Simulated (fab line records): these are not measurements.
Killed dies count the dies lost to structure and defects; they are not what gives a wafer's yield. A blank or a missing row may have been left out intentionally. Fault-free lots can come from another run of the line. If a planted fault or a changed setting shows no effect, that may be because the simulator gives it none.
The tool behind it: which one? + flow nand harc + 39 wafers from 13 lots sampled at 6 of the route's 1302 steps

WHAT THE GAUGES SHOWED, per wafer
NHARC_P_GATE_CD_MEAS_46: the cd target is 720 nm.
| lot  | measured     | on        | cd nm (nm)        |
|------|--------------|-----------|-------------------|
| L161 | day 5 22:53  | cd sem-03 | 720.6 720.9 720.1 |
| L163 | day 6 18:12  | cd sem-02 | 722.1 719.4 718.3 |
| L164 | day 6 18:55  | cd sem-03 | 717.5 717.2 719.1 |
| L167 | day 8 02:51  | cd sem-03 | - - -             |
| L175 | day 11 12:11 | cd sem-03 | 720.3 719.7 717.6 |
| L176 | day 11 12:25 | cd sem-01 | 717.0 717.7 720.7 |
| L177 | day 12 07:59 | cd sem-01 | 719.6 720.0 717.8 |
| L179 | day 12 23:41 | cd sem-02 | 717.9 718.9 721.3 |
| L180 | day 13 21:11 | cd sem-02 | 718.0 719.9 719.1 |
| L181 | day 14 03:43 | cd sem-01 | 720.9 720.8 718.5 |
| L182 | day 14 03:53 | cd sem-01 | 719.3 719.1 719.4 |
| L183 | day 14 17:39 | cd sem-03 | 722.3 718.3 717.7 |
| L184 | day 15 01:53 | cd sem-01 | 716.4 719.7 717.8 |

NHARC_END_SORT_01.
| lot  | measured     | on        | killed at array | killed at other | killed at periphery | killed dies | killed open | killed short |
|------|--------------|-----------|-----------------|-----------------|---------------------|-------------|-------------|--------------|
| L167 | day 27 13:29 | prober-01 | 59 68 74        | 0 0 0           | 618 609 603         | 677 677 677 | 3 1 3       | 2 1 4        |

WHICH TOOL RAN EACH LOT (tool, then ch and the chambers of the sampled wafers, then the start)
| lot  | NHARC_P_GATE_HM_DEP_102       | NHARC_P_GATE_DEP_103            | NHARC_P_GATE_ETCH_32             | NHARC_P_GATE_EXPOSE_43            |
|------|-------------------------------|---------------------------------|----------------------------------|-----------------------------------|
| L161 | acl dep-02 ch 0, day 5 09:48  | pecvd-02 ch 0,1, day 5 10:25    | rie si-04 ch 1,2, day 5 11:47    | krf scanner-01 ch 0, day 5 22:44  |
| L163 | acl dep-01 ch 0, day 6 04:53  | pecvd-03 ch 0,2, day 6 05:35    | rie si-02 ch 1,2,3, day 6 06:53  | krf scanner-02 ch 0, day 6 18:03  |
| L164 | acl dep-01 ch 0, day 6 05:51  | pecvd-03 ch 0,1,2, day 6 06:17  | rie si-03 ch 0,1, day 6 07:32    | krf scanner-03 ch 0, day 6 18:46  |
| L167 | acl dep-01 ch 0, day 7 13:34  | pecvd-01 ch 0,2, day 7 14:19    | rie si-03 ch 2,3, day 7 15:38    | krf scanner-03 ch 0, day 8 02:42  |
| L175 | acl dep-02 ch 0, day 10 22:41 | pecvd-01 ch 0,2, day 10 23:31   | rie si-03 ch 0,2,3, day 11 00:52 | krf scanner-03 ch 0, day 11 12:01 |
| L176 | acl dep-03 ch 0, day 10 22:58 | pecvd-03 ch 1,2, day 10 23:43   | rie si-04 ch 1,2,3, day 11 01:01 | krf scanner-01 ch 0, day 11 12:16 |
| L177 | acl dep-02 ch 0, day 11 18:44 | pecvd-02 ch 0,1,2, day 11 19:13 | rie si-03 ch 1,2,3, day 11 20:31 | krf scanner-03 ch 0, day 12 07:50 |
| L179 | acl dep-01 ch 0, day 12 10:31 | pecvd-01 ch 0,1, day 12 11:13   | rie si-02 ch 0,2, day 12 12:23   | krf scanner-02 ch 0, day 12 23:31 |
| L180 | acl dep-03 ch 0, day 13 08:06 | pecvd-03 ch 0,1,2, day 13 08:45 | rie si-04 ch 0,1,3, day 13 09:59 | krf scanner-02 ch 0, day 13 21:01 |
| L181 | acl dep-01 ch 0, day 13 14:45 | pecvd-01 ch 0,2, day 13 15:18   | rie si-03 ch 1,3, day 13 16:30   | krf scanner-02 ch 0, day 14 03:33 |
| L182 | acl dep-03 ch 0, day 13 14:52 | pecvd-03 ch 0,2, day 13 15:22   | rie si-04 ch 1,2,3, day 13 16:41 | krf scanner-02 ch 0, day 14 03:43 |
| L183 | acl dep-01 ch 0, day 14 04:34 | pecvd-03 ch 0,1,2, day 14 05:17 | rie si-02 ch 1,2, day 14 06:28   | krf scanner-02 ch 0, day 14 17:29 |
| L184 | acl dep-02 ch 0, day 14 12:46 | pecvd-03 ch 0,1, day 14 13:22   | rie si-02 ch 0,2, day 14 14:38   | krf scanner-03 ch 0, day 15 01:44 |
- NHARC_P_GATE_HM_DEP_102: deposits aC, target thk 120 nm.
- NHARC_P_GATE_DEP_103: deposits SiON, target thk 30 nm.
- NHARC_P_GATE_ETCH_32: etches the open film in HBr/Cl2, target depth 150 nm, time 100.1 s.
- NHARC_P_GATE_EXPOSE_43: exposes mask P NSD, target cd 720 nm.

WHAT THE TOOLS THEMSELVES READ (means of the sampled wafers that have a number; where no wafer has one, the mark that the record gives instead)
NHARC_P_GATE_HM_DEP_102.
| lot  | tool       | throttle valve pct (%) |
|------|------------|------------------------|
| L161 | acl dep-02 | 34.995                 |
| L163 | acl dep-01 | 35.000                 |
| L164 | acl dep-01 | 35.001                 |
| L167 | acl dep-01 | 34.998                 |
| L175 | acl dep-02 | 35.005                 |
| L176 | acl dep-03 | 35.002                 |
| L177 | acl dep-02 | 35.002                 |
| L179 | acl dep-01 | 35.004                 |
| L180 | acl dep-03 | 35.006                 |
| L181 | acl dep-01 | 35.002                 |
| L182 | acl dep-03 | 35.002                 |
| L183 | acl dep-01 | 35.001                 |
| L184 | acl dep-02 | 35.010                 |

NHARC_P_GATE_DEP_103.
| lot  | tool     | heater power w (W) |
|------|----------|--------------------|
| L161 | pecvd-02 | 718                |
| L163 | pecvd-03 | 777                |
| L164 | pecvd-03 | 796                |
| L167 | pecvd-01 | 710                |
| L175 | pecvd-01 | 684                |
| L176 | pecvd-03 | 789                |
| L177 | pecvd-02 | 849                |
| L179 | pecvd-01 | 718                |
| L180 | pecvd-03 | 735                |
| L181 | pecvd-01 | 693                |
| L182 | pecvd-03 | 743                |
| L183 | pecvd-03 | 684                |
| L184 | pecvd-03 | 798                |

NHARC_P_GATE_ETCH_32.
| lot  | tool      | drypump motor current A (A) | hbr flow sccm (sccm) | oes product au (a.u.) | throttle valve pct (%) |
|------|-----------|-----------------------------|----------------------|-----------------------|------------------------|
| L161 | rie si-04 | 6.3                         | 149.9                | 1.003                 | 26.413                 |
| L163 | rie si-02 | 5.9                         | 149.9                | 1.000                 | 26.416                 |
| L164 | rie si-03 | 6.3                         | 150.0                | 1.000                 | 26.412                 |
| L167 | rie si-03 | 5.3                         | 149.9                | 1.009                 | 26.407                 |
| L175 | rie si-03 | 5.7                         | 149.7                | 1.007                 | 26.411                 |
| L176 | rie si-04 | 6.3                         | 150.2                | 1.007                 | 26.410                 |
| L177 | rie si-03 | 5.5                         | 150.0                | 0.998                 | 26.404                 |
| L179 | rie si-02 | 5.9                         | 149.5                | 0.997                 | 26.408                 |
| L180 | rie si-04 | 6.0                         | 150.0                | 1.005                 | 26.403                 |
| L181 | rie si-03 | 5.7                         | 150.0                | 1.003                 | 26.404                 |
| L182 | rie si-04 | 6.3                         | 149.6                | 1.006                 | 26.399                 |
| L183 | rie si-02 | 5.9                         | 150.3                | 0.990                 | 26.405                 |
| L184 | rie si-02 | 5.9                         | 150.4                | 1.000                 | 26.408                 |

THE ANSWER, worked out from the rows above alone
Rule: the usual values come from the lots themselves. The widest of any qualifying gaps counts: lots, ordered by their means at a reading, are off when they make up no more than a third of the lots, leave a main group of 4 or more, and stand apart from it by 3 or more times the standard deviation of that group's means. The tables above print the reading to a certain number of digits; a main group whose means all agree to those digits is not used. A lot without any number at a reading at which 4 lots or more have one is off too. The other lots that the step has rows for count as sound. First the gauges in route order, then the tools' own readings, where a lot's mean is used as printed above. At the first step where some lot is off, the reading lying furthest off is the one used; lots without a number count as furthest.
Off: L167, at NHARC_P_GATE_CD_MEAS_46 (cd nm). Without a number there: L167. The main group has a mean of 719.2 nm with a standard deviation of 0.76.
If a tool, at a process step before that reading, ran all the lots that are off and no sound lot after the first of them, it fits. Those tools and the gauges at NHARC_P_GATE_CD_MEAS_46 are tried in the same way. None of those tried fits.

WHAT HAD BEEN PUT IN BY THE SIMULATOR
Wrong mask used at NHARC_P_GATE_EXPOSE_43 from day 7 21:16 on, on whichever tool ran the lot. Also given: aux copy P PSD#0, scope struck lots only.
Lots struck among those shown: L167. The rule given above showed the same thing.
